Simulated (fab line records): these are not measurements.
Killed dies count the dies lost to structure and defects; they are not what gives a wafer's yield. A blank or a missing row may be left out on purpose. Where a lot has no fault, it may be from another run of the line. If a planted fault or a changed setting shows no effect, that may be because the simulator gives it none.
A struck lot beside a sound one :: flow nand-harc :: 15 out of 1159 route steps
Sound: these wafers, L124.2, L124.3, L124.5. Struck: wafer L135.2. (L135.5 of the same lot was not struck and is left out.) The cause comes at the end.
At each step with rows: each side's tool, then ch and its chambers, then its first start. Under that, the readings that differ: sound wafers :: struck wafers :: difference of the means :: sigmas: that difference in standard deviations of wafers without a fault.
alike: words and numbers the same on both sides, and readings whose means are apart by under 2 such deviations; not compared: readings that were withheld, readings missing a value for some wafer, numbers with overlapping values and no deviation given by the record, and bounds like >300 which may hide the same value.
The two part at a step that has a row with sigmas, a row that says differs or no value, or rows on one side only. Numbers that have no deviation but don't overlap get no sigmas and don't part them. A reading missing from all wafers of one side parts the sides only when that side holds two or more wafers.

NHARC_A_SGD_CUT_INSPECT_11:
  struck on defect-inspect-02, day 18 01:49; sound on defect-inspect-02, day 14 13:13
  alike: raw-defect-count
NHARC_A_SGD_CUT_DESCUM_14: chemistry O2, time 3 s.
  sound on rie-diel-05 ch 1,2,3, day 14 13:16; struck on rie-diel-13 ch 2, day 18 01:53
  alike: drypump-motor-current-A, mfc-ar-sccm, oes-product-au, rf-vpp-V, showerhead-plenum-p-Torr, throttle-valve-pct
  not compared: rf-hours-counter-h
then, 1 step without rows for these wafers: NHARC_A_SGD_CUT_ETCH_58 (etches the open film in CF4, target depth 39 nm, time 65 s).
NHARC_A_SGD_CUT_ETCH_59: etches the open film in N2/H2, target depth 260 nm, time 406.25 s.
  sound: rie-diel-05 ch 0,2; struck: rie-diel-13 ch 0
  alike: bias-w, drypump-motor-current-A, mfc-ar-sccm, oes-product-au, rf-vpp-V, showerhead-plenum-p-Torr, throttle-valve-pct
  not compared: rf-hours-counter-h
NHARC_A_SGD_CUT_ETCH_15: etches the open film in CH3F/O2, target depth 75 nm, time 64.3 s.
  sound: rie-diel-05 ch 0,1,3; struck: rie-diel-13 ch 2
reading: bias-w (W)
sound: 99.26 99.90 99.93
struck: 100.25
difference: +0.55
sigmas: +2

reading: oes-product-au (a.u.)
sound: 0.976 0.954 0.966
struck: 0.926
difference: -0.039
sigmas: -2
  alike: drypump-motor-current-A, mfc-ar-sccm, rf-vpp-V, showerhead-plenum-p-Torr, throttle-valve-pct
  not compared: rf-hours-counter-h
NHARC_A_SGD_CUT_ETCH_16: etches the open film in C4F8/O2/Ar, target depth 310.5 nm, time 155.2 s.
  sound: rie-diel-05 ch 0,1,3; struck: rie-diel-13 ch 1
  alike: bias-w, oes-product-au, rf-vpp-V
  not compared: rf-hours-counter-h
then, 1 step without rows for these wafers: NHARC_A_SGD_CUT_STRIP_60 (strips in C4F8/O2/Ar).
NHARC_A_SGD_CUT_STRIP_17: strips in O2.
  sound: rie-diel-05 ch 0,1,3; struck: rie-diel-13 ch 0
reading: mfc-ar-sccm (sccm)
sound: 0.016 0.030 0.021
struck: 0
difference: +0
sigmas: -2

reading: throttle-valve-pct (%)
sound: 17.024 17.032 17.034
struck: 17.065
difference: +0.035
sigmas: +4
  alike: drypump-motor-current-A, oes-product-au, rf-vpp-V, showerhead-plenum-p-Torr
  not compared: rf-hours-counter-h
then, 4 steps without rows for these wafers: NHARC_A_SGD_CUT_PRECLEAN_18 (cleans in SC1); NHARC_A_SGD_CUT_SRD_19; NHARC_A_SGD_CUT_DEP_20 (deposits SiO2, target thk 150 nm); NHARC_A_SGD_CUT_ANNEAL_27 (time 1800 s).
NHARC_A_SGD_CUT_CMP_21: polishes, target thk 148.19 nm.
  sound on cmp-03 ch 0,1,3, day 14 18:59; struck on cmp-03 ch 1, day 18 08:31
reading: time-to-endpoint-s (s)
sound: 49.6 47.0 49.8
struck: 95.0
difference: +46.2
sigmas: +17
  alike: motor-current-A
  not compared: pad-life-wafers
NHARC_A_SGD_CUT_THK_MEAS_22: measures by ellipsometry.
  struck on film-metro-01, day 18 08:47; sound on film-metro-02, day 14 19:14
  alike: thk-nm
following that, these wafers have no rows for 1 step: NHARC_END_SORT_01.

== WHERE THEY PART ==
Earliest at NHARC_A_SGD_CUT_ETCH_15; latest, in this record, at NHARC_A_SGD_CUT_CMP_21. Later steps at which nothing parts them and some readings are alike: NHARC_A_SGD_CUT_THK_MEAS_22.

WHY: whatever the simulator had introduced
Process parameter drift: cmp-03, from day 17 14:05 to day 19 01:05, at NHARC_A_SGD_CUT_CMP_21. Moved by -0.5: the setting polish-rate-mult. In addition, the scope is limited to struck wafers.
